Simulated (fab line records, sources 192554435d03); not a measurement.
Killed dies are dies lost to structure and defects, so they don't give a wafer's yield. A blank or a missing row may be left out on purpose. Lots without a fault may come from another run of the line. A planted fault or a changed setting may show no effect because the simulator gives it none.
fab line records | flow n5_finfet
record lots=24 wafers=72 last_day=18
route steps=1938 shown GATE_CUT@500 MOL_CONTACT_COAG@527
lots that met no fault: from a run of the same line without faults
start_h: hours from the record's first day to the start of the lot's first wafer shown | wait_h: hours since the lot's step before | " the same as in the row above | L1.1+2: a row that stands for several wafers | - no value, or no start given | * or withheld: withheld | < > ~ a bound
route shown NAME@n: a module of which the file shows steps, and the number in the route of the first | usual: mean/standard deviation of fault-free wafers | same: alike in all rows | chamber/n: place in a boat | sites: the reading at each site | _std_site: their standard deviation | _edge_site: outer sites' mean less inner sites' | radius_mm: how far each site lies from the wafer's centre | mask NAME#n: copy n | behind: the tool/chamber that last shaped the wafer | hold: why the lot was held/for how many hours/how that ended | device: the transistor (n, p or np) that didn't switch | end of line: the same wafers' tests at the end of the route | a step without rows: its recipe alone | killed: dies lost to structure and defects at the first sort, not the wafer's yield | map: a wafer's dies, x killed, . not, _ none there
set.NAME: the setting as run; set.NAME@STEP: as run at that earlier step | model.NAME: the simulator's own value behind a step, which no gauge read
steps of the route over a sample of lots; a table a step, a row a wafer
services: from which hour (start_h, from the record's first day; less than 0 if before it) a tool's chamber was out of use, for how many hours, and why
## steps
# step N5_GATE_CUT_CUT_ETCH_53
# recipe chemistry=SF6/Cl2 target=W mask_material=SiO2 target_depth_a=792 pressure_mtorr=8 icp_w=900 bias_w=80 SF6_flow_sccm=40 Cl2_flow_sccm=60 ends=cleared
# usual drypump_motor_current_A=5.7/0.38 etch_rf_on_time_s=25.9/0.62 oes_product_au=0.61/0.095 throttle_valve_pct=28.91/0.17
# columns lot.wafer tool chamber start_h wait_h drypump_motor_current_A etch_rf_on_time_s oes_product_au rf_hours_counter_h throttle_valve_pct
L074.1 rie_metal-01 0 85.42 0.1 6.2 25.4 0.54 127 28.69
L074.4 " 0 " " 6.2 25.7 0.54 - 28.67
L074.6 " 0 " " 6.2 25.5 0.54 - 28.66
L075.2 rie_metal-01 0 91.88 0.1 6.2 25.7 0.53 129 28.70
L075.3 " 1 " " 5.0 25.9 0.60 - 28.95
L075.6 " 0 " " 6.2 25.6 0.54 - 28.70
L076.1 rie_metal-03 0 104.21 0.1 5.9 26.4 0.73 25 29.06
L076.3 " 1 " " 5.3 26.3 0.57 - 29.04
L076.6 " 1 " " 5.3 26.5 0.57 - 29.07
L077.2 rie_metal-02 0 108.84 0.1 5.8 26.9 0.53 132 29.01
L077.4 " 0 " " 5.8 27.1 0.53 - 28.97
L077.6 " 1 " " 5.8 25.1 0.59 - 28.89
L078.2 rie_metal-02 0 111.52 0.1 5.8 26.8 0.53 132 29.01
L078.3 " 0 " " 5.8 26.5 0.53 - 29.00
L078.5 " 1 " " 5.8 25.3 0.58 - 28.86
L079.1 rie_metal-01 0 118.36 0.1 6.2 26.1 0.53 131 28.69
L079.5 " 0 " " 6.2 25.8 0.54 - 28.69
L079.6 " 1 " " 5.0 26.3 0.59 - 28.95
L080.1 rie_metal-02 1 120.61 0.1 5.8 25.1 0.58 117 28.88
L080.3 " 1 " " 5.8 24.9 0.59 - 28.90
L080.5 " 1 " " 5.8 25.0 0.59 - 28.87
L081.1 rie_metal-03 0 126.83 0.1 5.9 26.1 0.72 27 29.06
L081.2 " 1 " " 5.3 25.9 0.58 118 29.07
L081.4 " 1 " " 5.3 26.1 0.58 - 29.08
L082.2 rie_metal-02 1 131.98 0.1 5.7 25.0 0.59 118 28.90
L082.3 " 0 " " 5.8 26.5 0.54 - 28.98
L082.4 " 1 " " 5.7 24.9 0.59 - 28.87
L083.1 rie_metal-01 0 140.09 0.1 6.2 25.5 0.54 133 28.69
L083.5 " 0 " " 6.2 25.3 0.54 - 28.69
L083.6 " 1 " " 5.0 25.6 0.59 - 28.95
L084.3 rie_metal-01 0 147.36 0.1 6.2 25.5 0.54 - 28.69
L084.4 " 1 " " 5.0 25.9 0.59 - 28.95
L084.6 " 0 " " 6.2 25.4 0.54 - 28.69
L085.1 rie_metal-03 0 152.87 0.1 5.9 26.3 0.72 28 29.06
L085.3 " 1 " " 5.3 26.3 0.57 - 29.07
L085.5 " 0 " " 5.9 26.3 0.71 - 29.05
L086.1 rie_metal-02 0 160.64 0.1 5.8 26.5 0.53 136 28.99
L086.3 " 1 " " 5.8 24.9 0.59 - 28.88
L086.6 " 1 " " 5.7 24.7 0.59 - 28.90
L087.2 rie_metal-02 0 162.73 0.1 5.8 26.8 0.52 136 29.00
L087.5 " 0 " " 5.8 26.7 0.53 - 29.00
L087.6 " 1 " " 5.8 25.1 0.58 - 28.88
L088.1 rie_metal-02 1 169.75 0.1 5.8 25.1 0.58 121 28.89
L088.4 " 1 " " 5.7 24.9 0.58 - 28.89
L088.5 " 1 " " 5.8 25.3 0.58 - 28.90
L089.1 rie_metal-03 1 173.43 0.1 5.3 26.5 0.57 121 29.06
L089.4 " 1 " " 5.3 26.5 0.57 - 29.09
L089.6 " 1 " " 5.3 26.6 0.56 - 29.07
L090.3 rie_metal-03 0 182.09 0.1 5.9 26.6 0.71 - 29.08
L090.4 " 0 " " 5.9 26.4 0.70 - 29.05
L090.6 " 0 " " 5.9 26.6 0.71 - 29.06
L091.2 rie_metal-01 1 187.05 0.1 5.0 25.5 0.59 - 28.95
L091.3 " 1 " " 5.0 25.5 0.59 - 28.98
L091.5 " 1 " " 5.0 25.6 0.58 - 28.95
L092.1 rie_metal-03 1 194.95 0.1 5.3 26.7 0.56 124 29.07
L092.2 " 1 " " 5.3 26.8 0.56 - 29.05
L092.5 " 1 " " 5.3 26.8 0.55 - 29.07
L093.3 rie_metal-01 1 198.76 0.1 5.0 25.8 0.58 - 28.95
L093.5 " 0 " " 6.2 26.0 0.90 - 28.32
L093.6 " 1 " " 5.0 25.8 0.58 - 28.96
L094.2 rie_metal-02 0 207.81 0.1 5.9 26.6 0.85 2 28.73
L094.3 " 0 " " 5.8 26.6 0.86 - 28.71
L094.6 " 1 " " 5.8 24.7 0.58 - 28.89
L095.2 rie_metal-01 1 209.98 0.1 5.0 26.1 0.58 108 28.96
L095.5 " 1 " " 5.0 26.1 0.58 - 28.97
L095.6 " 0 " " 6.2 26.0 0.87 - 28.32
L096.4 rie_metal-02 1 217.70 0.1 5.7 24.9 0.57 - 28.90
L096.5 " 1 " " 5.7 24.9 0.58 - 28.89
L096.6 " 0 " " 5.8 26.9 0.84 - 28.73
L097.2 rie_metal-03 0 225.12 0.1 5.9 26.2 0.70 34 29.05
L097.3 " 1 " " 5.3 26.4 0.56 - 29.09
L097.6 " 0 " " 5.9 26.1 0.71 - 29.06
# step N5_GATE_CUT_INSPECT_26
# recipe inspect_instrument=darkfield mode=post_cmp
# usual raw_defect_count=46/23
# columns lot.wafer tool chamber start_h wait_h raw_defect_count
L074.1 defect_inspect-01 - 88.69 0.0 15
L074.4 " - " " 28
L074.6 " - " " 23
L075.2 defect_inspect-02 - 95.43 0.0 154
L075.3 " - " " 82
L075.6 " - " " 53
L076.1 defect_inspect-02 - 107.18 0.0 35
L076.3 " - " " 25
L076.6 " - " " 10
L077.2 defect_inspect-02 - 111.81 0.0 30
L077.4 " - " " 37
L077.6 " - " " 19
L078.2 defect_inspect-01 - 114.49 0.0 67
L078.3 " - " " 46
L078.5 " - " " 93
L079.1 defect_inspect-02 - 122.20 0.0 85
L079.5 " - " " 65
L079.6 " - " " 54
L080.1 defect_inspect-01 - 123.67 0.0 34
L080.3 " - " " 42
L080.5 " - " " 38
L081.1 defect_inspect-01 - 129.80 0.0 57
L081.2 " - " " 38
L081.4 " - " " 36
L082.2 defect_inspect-01 - 135.13 0.0 21
L082.3 " - " " 41
L082.4 " - " " 26
L083.1 defect_inspect-02 - 143.05 0.0 58
L083.5 " - " " 30
L083.6 " - " " 37
L084.3 defect_inspect-02 - 150.31 0.0 45
L084.4 " - " " 37
L084.6 " - " " 49
L085.1 defect_inspect-02 - 156.16 0.0 61
L085.3 " - " " 33
L085.5 " - " " 62
L086.1 defect_inspect-01 - 163.62 0.0 78
L086.3 " - " " 37
L086.6 " - " " 119
L087.2 defect_inspect-01 - 165.70 0.0 41
L087.5 " - " " 29
L087.6 " - " " 22
L088.1 defect_inspect-02 - 173.13 0.0 29
L088.4 " - " " 55
L088.5 " - " " 18
L089.1 defect_inspect-01 - 176.65 0.0 55
L089.4 " - " " 17
L089.6 " - " " 20
L090.3 defect_inspect-02 - 185.29 0.0 57
L090.4 " - " " 53
L090.6 " - " " 35
L091.2 defect_inspect-01 - 190.47 0.0 33
L091.3 " - " " 36
L091.5 " - " " 38
L092.1 defect_inspect-01 - 198.18 0.0 38
L092.2 " - " " 36
L092.5 " - " " 41
L093.3 defect_inspect-01 - 201.71 0.0 56
L093.5 " - " " 52
L093.6 " - " " 47
L094.2 defect_inspect-02 - 210.84 0.0 43
L094.3 " - " " 56
L094.6 " - " " 47
L095.2 defect_inspect-02 - 212.95 0.0 29
L095.5 " - " " 31
L095.6 " - " " 47
L096.4 defect_inspect-01 - 221.41 0.0 35
L096.5 " - " " 41
L096.6 " - " " 51
L097.2 defect_inspect-02 - 228.09 0.0 33
L097.3 " - " " 142
L097.6 " - " " 50
# step N5_MOL_CONTACT_COAG_OVL_MEAS_09
# recipe points_per_wafer=522
# usual CA_OVL=0.0/0.81
# columns lot.wafer tool chamber start_h wait_h CA_OVL[nm]
L074.1 overlay-01 0 89.02 0.0 0.3
L074.4 " 0 " " 0.6
L074.6 " 0 " " 0.7
L075.2 overlay-01 0 95.89 0.0 -1.1
L075.3 " 0 " " -0.2
L075.6 " 0 " " 0.1
L076.1 overlay-02 0 107.63 0.0 1.5
L076.3 " 0 " " 1.1
L076.6 " 0 " " -0.4
L077.2 overlay-02 0 112.15 0.0 -0.6
L077.4 " 0 " " -0.4
L077.6 " 0 " " -0.4
L078.2 overlay-02 0 114.82 0.0 0.5
L078.3 " 0 " " 1.4
L078.5 " 0 " " 0.5
L079.1 overlay-02 0 122.53 0.0 -0.1
L079.5 " 0 " " 0.2
L079.6 " 0 " " -0.6
L080.1 overlay-02 0 124.12 0.0 -1.1
L080.3 " 0 " " -1.4
L080.5 " 0 " " -1.9
L081.1 overlay-02 0 130.13 0.0 -1.4
L081.2 " 0 " " -0.8
L081.4 " 0 " " 0.8
L082.2 overlay-02 0 135.46 0.0 -0.1
L082.3 " 0 " " -1.3
L082.4 " 0 " " -0.5
L083.1 overlay-02 0 143.51 0.0 -0.6
L083.5 " 0 " " -1.1
L083.6 " 0 " " -1.1
L084.3 overlay-01 0 150.78 0.0 0.7
L084.4 " 0 " " 1.0
L084.6 " 0 " " -0.2
L085.1 overlay-02 0 156.50 0.0 -0.5
L085.3 " 0 " " 0.7
L085.5 " 0 " " -0.2
L086.1 overlay-01 0 163.95 0.0 -0.2
L086.3 " 0 " " -0.3
L086.6 " 0 " " 1.4
L087.2 overlay-02 0 166.16 0.0 0.7
L087.5 " 0 " " 0.2
L087.6 " 0 " " 1.1
L088.1 overlay-02 0 173.48 0.0 0.6
L088.4 " 0 " " 0.7
L088.5 " 0 " " 0.6
L089.1 overlay-02 0 177.10 0.0 -0.1
L089.4 " 0 " " 0.7
L089.6 " 0 " " -0.1
L090.3 overlay-02 0 185.63 0.0 -0.5
L090.4 " 0 " " 0.8
L090.6 " 0 " " 1.4
L091.2 overlay-01 0 190.94 0.0 -0.4
L091.3 " 0 " " 0.7
L091.5 " 0 " " -0.2
L092.1 overlay-02 0 198.64 0.0 -0.1
L092.2 " 0 " " 0.5
L092.5 " 0 " " 0.2
L093.3 overlay-02 0 202.05 0.0 0.0
L093.5 " 0 " " 0.4
L093.6 " 0 " " 0.0
L094.2 overlay-01 0 211.30 0.0 -1.1
L094.3 " 0 " " 0.9
L094.6 " 0 " " -0.8
L095.2 overlay-02 0 213.41 0.0 0.9
L095.5 " 0 " " -0.4
L095.6 " 0 " " 0.3
L096.4 overlay-02 0 221.88 0.0 -1.9
L096.5 " 0 " " -1.1
L096.6 " 0 " " -1.3
L097.2 overlay-02 0 228.43 0.0 -0.2
L097.3 " 0 " " 1.2
L097.6 " 0 " " 0.1
# step N5_MOL_CONTACT_COAG_INSPECT_10
# recipe mode=adi inspect_instrument=brightfield
# usual raw_defect_count=83/37
# columns lot.wafer tool chamber start_h wait_h raw_defect_count
L074.1 defect_inspect-02 - 89.07 0.1 44
L074.4 " - " " 60
L074.6 " - " " 52
L075.2 defect_inspect-02 - 95.94 0.0 276
L075.3 " - " " 141
L075.6 " - " " 107
L076.1 defect_inspect-01 - 107.69 0.1 65
L076.3 " - " " 41
L076.6 " - " " 36
L077.2 defect_inspect-01 - 112.20 0.0 64
L077.4 " - " " 66
L077.6 " - " " 48
L078.2 defect_inspect-01 - 114.87 0.0 125
L078.3 " - " " 87
L078.5 " - " " 156
L079.1 defect_inspect-02 - 122.59 0.1 132
L079.5 " - " " 113
L079.6 " - " " 105
L080.1 defect_inspect-02 - 124.18 0.1 58
L080.3 " - " " 71
L080.5 " - " " 89
L081.1 defect_inspect-02 - 130.19 0.1 104
L081.2 " - " " 77
L081.4 " - " " 50
L082.2 defect_inspect-02 - 135.51 0.0 45
L082.3 " - " " 65
L082.4 " - " " 59
L083.1 defect_inspect-02 - 143.57 0.1 95
L083.5 " - " " 47
L083.6 " - " " 66
L084.3 defect_inspect-01 - 150.83 0.0 68
L084.4 " - " " 71
L084.6 " - " " 82
L085.1 defect_inspect-01 - 156.56 0.1 119
L085.3 " - " " 69
L085.5 " - " " 105
L086.1 defect_inspect-01 - 164.00 0.1 141
L086.3 " - " " 80
L086.6 " - " " 194
L087.2 defect_inspect-01 - 166.21 0.0 68
L087.5 " - " " 46
L087.6 " - " " 51
L088.1 defect_inspect-01 - 173.54 0.1 58
L088.4 " - " " 77
L088.5 " - " " 44
L089.1 defect_inspect-01 - 177.16 0.1 105
L089.4 " - " " 34
L089.6 " - " " 31
L090.3 defect_inspect-01 - 185.67 0.0 102
L090.4 " - " " 73
L090.6 " - " " 67
L091.2 defect_inspect-01 - 190.99 0.0 50
L091.3 " - " " 72
L091.5 " - " " 93
L092.1 defect_inspect-01 - 198.69 0.1 84
L092.2 " - " " 60
L092.5 " - " " 78
L093.3 defect_inspect-01 - 202.09 0.0 104
L093.5 " - " " 89
L093.6 " - " " 74
L094.2 defect_inspect-02 - 211.35 0.0 83
L094.3 " - " " 103
L094.6 " - " " 86
L095.2 defect_inspect-02 - 213.46 0.0 51
L095.5 " - " " 50
L095.6 " - " " 89
L096.4 defect_inspect-01 - 221.93 0.0 62
L096.5 " - " " 67
L096.6 " - " " 88
L097.2 defect_inspect-01 - 228.48 0.0 69
L097.3 " - " " 209
L097.6 " - " " 103
# step N5_MOL_CONTACT_COAG_STRIP_98
# recipe chemistry=N2/H2 power_w=500 temp_c=40 pressure_mtorr=50 rf_frequency_hz=6e+07 overash_fraction=0.3 bias_power_w=8 h2_frac=0.5 n2_flow_sccm=300 h2_flow_sccm=300
# usual drypump_motor_current_A=6.0/0.47 n2_flow_sccm=300.1/0.97 oes_product_au=0.78/0.082 rf_vpp_V=54.1/1.5 showerhead_plenum_p_Torr=3.36/0.12 throttle_valve_pct=19.0/0.41
# columns lot.wafer tool chamber start_h wait_h drypump_motor_current_A n2_flow_sccm oes_product_au rf_hours_counter_h rf_vpp_V showerhead_plenum_p_Torr throttle_valve_pct
L074.1 rie_diel-02 3 89.43 0.0 6.8 301.7 0.70 202 54.1 3.31 19.1
L074.4 " 2 " " 5.8 299.5 0.72 206 56.0 3.30 18.5
L074.6 " 0 " " 5.8 300.4 0.75 - 53.8 3.21 18.6
L075.2 rie_diel-02 3 96.42 0.0 6.8 299.6 0.71 204 51.2 3.31 19.1
L075.3 " 1 " " 6.4 299.6 0.88 43 53.6 3.40 18.5
L075.6 " 0 " " 5.8 299.1 0.74 - 58.0 3.21 18.6
L076.1 rie_diel-04 3 108.06 0.0 5.8 299.2 0.69 222 54.2 3.19 18.4
L076.3 " 2 " " 6.0 300.4 0.88 48 55.0 3.54 19.0
L076.6 " 1 " " 5.8 300.2 0.72 - 53.9 3.45 18.9
L077.2 rie_diel-06 0 112.56 0.0 6.4 299.8 0.77 102 55.6 3.40 19.1
L077.4 " 0 " " 6.4 299.5 0.78 - 53.9 3.40 19.1
L077.6 " 1 " " 5.7 302.6 0.87 - 52.9 3.28 18.9
L078.2 rie_diel-06 2 115.23 0.0 4.9 299.6 0.75 183 51.0 3.35 19.7
L078.3 " 1 " " 5.8 300.4 0.86 58 51.8 3.28 18.9
L078.5 " 1 " " 5.8 301.8 0.86 - 54.5 3.28 18.9
L079.1 rie_diel-02 1 122.95 0.0 6.3 299.2 0.83 53 53.8 3.40 18.5
L079.5 " 1 " " 6.4 299.7 0.84 - 55.1 3.40 18.5
L079.6 " 0 " " 5.8 299.1 0.73 - 53.0 3.20 18.6
L080.1 rie_diel-06 1 125.08 0.0 5.8 299.6 0.85 61 52.7 3.28 18.9
L080.3 " 0 " " 6.4 301.7 0.77 106 53.6 3.40 19.1
L080.5 " 1 " " 5.7 298.9 0.85 - 52.3 3.27 18.9
L081.1 rie_diel-04 3 130.55 0.0 5.8 299.5 0.70 228 52.8 3.19 18.3
L081.2 " 1 " " 5.8 301.2 0.70 233 57.6 3.44 18.9
L081.4 " 0 " " 5.9 298.7 0.93 18 54.8 3.59 19.4
L082.2 rie_diel-02 3 136.07 0.0 6.8 299.4 0.68 218 52.2 3.30 19.1
L082.3 " 2 " " 5.8 299.9 0.70 224 55.6 3.29 18.4
L082.4 " 2 " " 5.8 299.7 0.71 - 55.9 3.29 18.5
L083.1 rie_diel-04 3 144.08 0.0 5.8 300.7 0.70 233 56.0 3.19 18.4
L083.5 " 1 " " 5.8 299.8 0.70 - 53.9 3.44 18.9
L083.6 " 2 " " 5.9 300.5 0.89 - 54.7 3.54 19.0
L084.3 rie_diel-02 3 151.46 0.0 6.8 300.2 0.69 226 53.2 3.30 19.1
L084.4 " 2 " " 5.8 302.0 0.70 - 54.8 3.29 18.4
L084.6 " 0 " " 5.8 297.8 0.72 - 54.1 3.20 18.7
L085.1 rie_diel-06 0 156.92 0.0 6.4 300.3 0.75 120 54.6 3.39 19.1
L085.3 " 2 " " 4.9 300.5 0.72 201 54.6 3.34 19.7
L085.5 " 1 " " 5.7 299.3 0.83 - 54.2 3.27 18.9
L086.1 rie_diel-04 3 164.65 0.0 5.9 300.6 0.67 242 53.9 3.18 18.4
L086.3 " 2 " " 6.0 298.7 0.85 70 54.8 3.53 19.0
L086.6 " 1 " " 5.9 300.9 0.70 - 54.6 3.44 18.9
L087.2 rie_diel-06 1 167.02 0.0 5.8 300.9 0.83 82 51.0 3.26 18.9
L087.5 " 2 " " 4.9 301.5 0.73 - 54.1 3.34 19.8
L087.6 " 0 " " 6.4 300.8 0.75 - 55.0 3.39 19.2
L088.1 rie_diel-02 3 174.14 0.0 6.8 299.7 0.68 230 54.6 3.29 19.2
L088.4 " 2 " " 5.9 299.4 0.71 - 51.9 3.29 18.5
L088.5 " 0 " " 5.8 302.0 0.72 - 52.9 3.19 18.7
L089.1 rie_diel-02 0 177.52 0.0 5.8 299.7 0.72 178 52.6 3.19 18.7
L089.4 " 2 " " 5.9 299.5 0.71 237 55.1 3.28 18.5
L089.6 " 3 " " 6.8 298.0 0.68 - 55.5 3.29 19.2
L090.3 rie_diel-04 2 186.08 0.0 6.0 298.7 0.83 80 56.5 3.52 19.1
L090.4 " 3 " " 5.8 298.5 0.66 - 52.8 3.18 18.4
L090.6 " 0 " " 5.9 299.7 0.87 - 55.2 3.57 19.5
L091.2 rie_diel-04 1 191.35 0.0 5.9 299.5 0.98 2 55.3 3.43 18.5
L091.3 " 2 " " 6.0 300.3 0.83 83 54.7 3.52 19.1
L091.5 " 2 " " 6.0 299.0 0.83 - 56.4 3.52 19.0
L092.1 rie_diel-06 0 199.06 0.0 6.4 299.8 0.73 142 52.0 3.38 19.2
L092.2 " 2 " " 4.9 299.9 0.71 221 55.6 3.33 19.8
L092.5 " 2 " " 4.9 302.0 0.70 - 53.2 3.33 19.8
L093.3 rie_diel-02 0 202.51 0.0 5.8 299.5 0.72 187 52.8 3.19 18.7
L093.5 " 3 " " 6.8 301.1 0.68 - 52.7 3.29 19.2
L093.6 " 0 " " 5.8 298.1 0.73 - 52.5 3.19 18.7
L094.2 rie_diel-06 0 211.80 0.0 6.4 303.2 0.73 147 51.7 3.38 19.2
L094.3 " 2 " " 4.9 300.8 0.72 226 53.4 3.33 19.8
L094.6 " 3 " " 6.4 301.1 0.78 - 52.0 3.50 19.3
L095.2 rie_diel-04 2 213.88 0.0 6.0 300.0 0.82 91 57.9 3.52 19.1
L095.5 " 0 " " 5.9 299.5 0.84 - 53.8 3.56 19.5
L095.6 " 1 " " 5.9 300.3 0.93 - 54.1 3.43 18.5
L096.4 rie_diel-02 0 222.43 0.0 5.8 300.1 0.70 - 53.2 3.18 18.7
L096.5 " 3 " " 6.8 300.5 0.68 - 54.6 3.28 19.2
L096.6 " 0 " " 5.8 299.7 0.69 - 54.1 3.18 18.7
L097.2 rie_diel-04 3 228.84 0.0 5.8 299.4 0.97 7 55.5 3.58 18.0
L097.3 " 0 " " 5.9 300.3 0.85 58 56.4 3.56 19.5
L097.6 " 2 " " 6.0 300.2 0.82 - 55.5 3.52 19.1
# step N5_MOL_CONTACT_COAG_SPUTTER_130
# recipe material=Co target_thk_a=475 temp_c=25 chamber_pressure_pa=0.5 power_w=3000
# usual throttle_valve_pct=29.8/0.9
# columns lot.wafer tool chamber start_h wait_h throttle_valve_pct
L074.1 pvd_sputter-03 - 95.37 0.0 30.8
L074.4 " - " " 31.2
L074.6 " - " " 29.6
L075.2 pvd_sputter-03 - 101.21 0.0 29.8
L075.3 " - " " 31.1
L075.6 " - " " 29.9
L076.1 pvd_sputter-02 - 115.70 0.0 28.4
L076.3 " - " " 27.4
L076.6 " - " " 30.9
L078.2 pvd_sputter-02 - 119.50 0.0 30.8
L078.3 " - " " 27.7
L078.5 " - " " 30.1
L077.2 pvd_sputter-02 - 119.88 0.0 27.6
L077.4 " - " " 28.9
L077.6 " - " " 30.1
L079.1 pvd_sputter-02 - 128.41 0.0 30.2
L079.5 " - " " 29.9
L079.6 " - " " 28.8
L080.1 pvd_sputter-01 - 131.30 0.0 30.0
L080.3 " - " " 29.2
L080.5 " - " " 30.1
L081.1 pvd_sputter-01 - 135.01 0.0 29.0
L081.2 " - " " 29.9
L081.4 " - " " 30.3
L082.2 pvd_sputter-03 - 140.27 0.0 30.9
L082.3 " - " " 30.2
L082.4 " - " " 31.1
L083.1 pvd_sputter-01 - 150.92 0.0 30.1
L083.5 " - " " 29.7
L083.6 " - " " 29.0
L084.3 pvd_sputter-03 - 158.74 0.0 30.1
L084.4 " - " " 30.9
L084.6 " - " " 29.8
L085.1 pvd_sputter-01 - 161.75 0.0 30.0
L085.3 " - " " 29.7
L085.5 " - " " 30.5
L086.1 pvd_sputter-01 - 169.56 0.0 30.3
L086.3 " - " " 29.9
L086.6 " - " " 29.8
L087.2 pvd_sputter-01 - 172.03 0.0 30.1
L087.5 " - " " 29.0
L087.6 " - " " 30.0
L088.1 pvd_sputter-01 - 179.38 0.0 30.1
L088.4 " - " " 30.4
L088.5 " - " " 30.3
L089.1 pvd_sputter-03 - 181.74 0.0 30.9
L089.4 " - " " 29.5
L089.6 " - " " 30.3
L090.3 pvd_sputter-01 - 191.95 0.0 29.9
L090.4 " - " " 30.2
L090.6 " - " " 29.9
L091.2 pvd_sputter-02 - 196.25 0.0 30.6
L091.3 " - " " 28.8
L091.5 " - " " 30.4
L092.1 pvd_sputter-01 - 203.38 0.0 30.4
L092.2 " - " " 29.2
L092.5 " - " " 29.1
L093.3 pvd_sputter-03 - 206.88 0.0 30.2
L093.5 " - " " 31.2
L093.6 " - " " 29.9
L094.2 pvd_sputter-02 - 219.96 0.0 30.5
L094.3 " - " " 30.0
L094.6 " - " " 30.1
L095.2 pvd_sputter-02 - 220.46 0.0 28.9
L095.5 " - " " 27.8
L095.6 " - " " 30.5
L096.4 pvd_sputter-02 - 229.83 0.0 30.4
L096.5 " - " " 30.5
L096.6 " - " " 27.6
L097.2 pvd_sputter-03 - 235.03 0.0 30.6
L097.3 " - " " 30.3
L097.6 " - " " 31.2
## services
# columns tool chamber start_h hours kind
rie_diel-06 3 67.20 121.0 repair
rie_diel-02 3 68.22 5.0 repair
rie_metal-01 1 72.01 18.5 repair
rie_diel-02 2 98.16 2.6 repair
pvd_sputter-03 - 114.05 5.8 repair
rie_diel-02 3 114.24 1.8 repair
rie_diel-04 - 137.64 1.0 repair
pvd_sputter-02 - 138.18 3.5 repair
rie_metal-02 1 144.34 5.8 repair
rie_metal-03 - 145.86 2.8 pm
rie_diel-02 - 158.13 14.6 pm
rie_metal-02 0 163.95 - clean
rie_metal-02 0 163.95 11.3 scheduled_down
rie_metal-02 0 163.95 11.3 vent_cycle
rie_diel-04 1 166.78 - clean
rie_diel-04 1 166.78 - consumable_replace:focus_ring
rie_metal-03 1 176.82 6.0 repair
rie_diel-06 2 189.17 6.4 repair
rie_metal-03 0 191.21 15.5 repair
rie_diel-06 - 195.09 0.2 repair
rie_diel-02 2 211.37 - clean
rie_diel-02 2 211.37 - consumable_replace:focus_ring
rie_diel-02 2 211.37 23.8 scheduled_down
rie_diel-02 2 211.37 23.8 vent_cycle
## key
fault none
